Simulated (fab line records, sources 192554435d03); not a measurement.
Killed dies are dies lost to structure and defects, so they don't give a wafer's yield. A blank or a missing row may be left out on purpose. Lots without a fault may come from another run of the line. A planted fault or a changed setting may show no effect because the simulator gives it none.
Chamber matching | flow n5_finfet | N5_STI_FIN_REVEAL_CMP_04 on cmp-03: 4 sister chambers
The step polishes, stops on Si3N4, t overpolish 4 s, target thk 131.83 nm. 8 wafers are shown with their chamber, then 8 later ones without.

WAFERS WITH THEIR CHAMBER
wafer  | chamber | motor_current_A (A) | overpolish_run_s (s)
L755.3 | 3       | 7.6                 | 4.018
L755.6 | 2       | 7.4                 | 3.990
L760.2 | 0       | 8.2                 | 3.991
L760.4 | 3       | 7.8                 | 3.996
L762.4 | 1       | 8.9                 | 3.995
L762.5 | 1       | 9.2                 | 3.996
L762.6 | 0       | 8.7                 | 3.987
L764.1 | 2       | 7.3                 | 4.028

WAFERS WITHOUT THEIR CHAMBER
wafer  | motor_current_A (A) | overpolish_run_s (s)
L764.2 | 8.7                 | 4.009
L764.6 | 7.5                 | 3.992
L766.2 | 8.6                 | 3.997
L766.3 | 8.4                 | 4.009
L766.6 | 7.7                 | 3.997
L767.1 | 8.4                 | 3.994
L767.2 | 8.5                 | 4.005
L767.6 | 7.5                 | 3.992

WHICH CHAMBER EACH WENT THROUGH
wafer  | from the rows above          | in truth
L764.2 | can't be placed: 0 or 1      | 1
L764.6 | can't be placed: 2 or 3      | 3
L766.2 | can't be placed: 0 or 1      | 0
L766.3 | can't be placed: 0 or 1 or 3 | 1
L766.6 | can't be placed: 3 or 2      | 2
L767.1 | 0                            | 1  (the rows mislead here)
L767.2 | can't be placed: 0 or 1      | 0
L767.6 | can't be placed: 2 or 3      | 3
Placed correctly: 0 of 8. Can't be placed from these rows: 7 (the true chamber is among the candidates in 7). Placed wrongly: 1.
How it was worked out, from the rows above alone: a wafer's distance from a chamber is the root of the sum, over the readings, of the square of ((its reading less the chamber's mean) divided by the reading's scatter). The wafer belongs to the nearest chamber; if the next one is less than 2 further off, it can't be placed. A chamber's mean is the mean of its shown wafers. The scatter: the root of (the sum of the squares of (reading less its chamber's mean) over the shown wafers, divided by (wafers less chambers)).
